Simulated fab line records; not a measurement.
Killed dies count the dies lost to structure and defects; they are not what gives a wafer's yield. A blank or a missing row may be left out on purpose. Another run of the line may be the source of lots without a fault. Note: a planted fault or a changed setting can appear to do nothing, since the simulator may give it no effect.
Matching of chambers | flow nandHarc | 4 sister chambers for NHARC_P_M1_ETCH_35 on rieDiel-10
The step etches the open film in N2/H2, target depth 40 nm, overetch 12 nm, time 43.94 s. 14 wafers are shown with their chamber, then 7 later ones without.

## WAFERS, EACH WITH ITS CHAMBER
wafer  | chamber | showerheadPlenumPTorr (Torr) | rfVppV (V) | oesProductAu (a.u.)
L103.1 | 3       | 1.98                         | 429.3      | 1.021
L103.2 | 0       | 2.00                         | 430.3      | 0.986
L103.4 | 1       | 1.99                         | 430.2      | 0.989
L104.3 | 2       | 2.16                         | 432.9      | 0.996
L104.5 | 1       | 1.99                         | 429.4      | 0.982
L104.6 | 2       | 2.16                         | 435.4      | 1.007
L107.1 | 2       | 2.16                         | 432.6      | 0.998
L107.2 | 0       | 2.00                         | 429.2      | 1.000
L107.4 | 0       | 2.00                         | 430.0      | 0.997
L121.1 | 3       | 1.97                         | 431.2      | 0.996
L121.4 | 2       | 2.16                         | 432.5      | 0.999
L121.5 | 3       | 1.97                         | 428.7      | 1.008
L123.2 | 1       | 1.99                         | 429.7      | 0.975
L123.3 | 0       | 2.00                         | 429.7      | 0.988

SIGNATURES (means of the wafers above)
reading               | chamber 0 | chamber 1 | chamber 2 | chamber 3 | scatter within a chamber
showerheadPlenumPTorr | 2.0000    | 1.9900    | 2.1600    | 1.9733    | 0.00258
rfVppV                | 429.800   | 429.767   | 433.350   | 429.733   | 1
oesProductAu          | 0.99275   | 0.98200   | 1.00000   | 1.00833   | 0.00787
Rule: for each reading, subtract the chamber's mean from the wafer's reading, divide by that reading's scatter and square the result; add these up over the readings and take the root, which gives the wafer's distance from the chamber. If the next closest chamber is less than 2 further off than the closest, the wafer can't be placed; otherwise it belongs to the closest. The scatter: take each reading less its chamber's mean, square it, sum over the shown wafers, divide by the number of wafers less the number of chambers, and take the root.

## WAFERS WITH NO CHAMBER GIVEN
wafer  | showerheadPlenumPTorr (Torr) | rfVppV (V) | oesProductAu (a.u.)
L123.5 | 1.99                         | 429.1      | 0.982
L124.1 | 1.99                         | 429.5      | 0.990
L124.3 | 1.97                         | 428.8      | 1.005
L124.6 | 2.16                         | 433.6      | 1.000
L126.1 | 1.97                         | 428.4      | 1.000
L126.3 | 2.16                         | 434.2      | 1.004
L126.4 | 1.99                         | 430.5      | 0.985

## THE CHAMBER EACH PASSED THROUGH
wafer  | from the rows above | in truth
L123.5 | 1                   | 1
L124.1 | 1                   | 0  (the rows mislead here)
L124.3 | 3                   | 3
L124.6 | 2                   | 2
L126.1 | 3                   | 3
L126.3 | 2                   | 2
L126.4 | 1                   | 1
Correct placement for 6 of the 7. Can't be placed from these rows: 0. 1 placed wrongly.
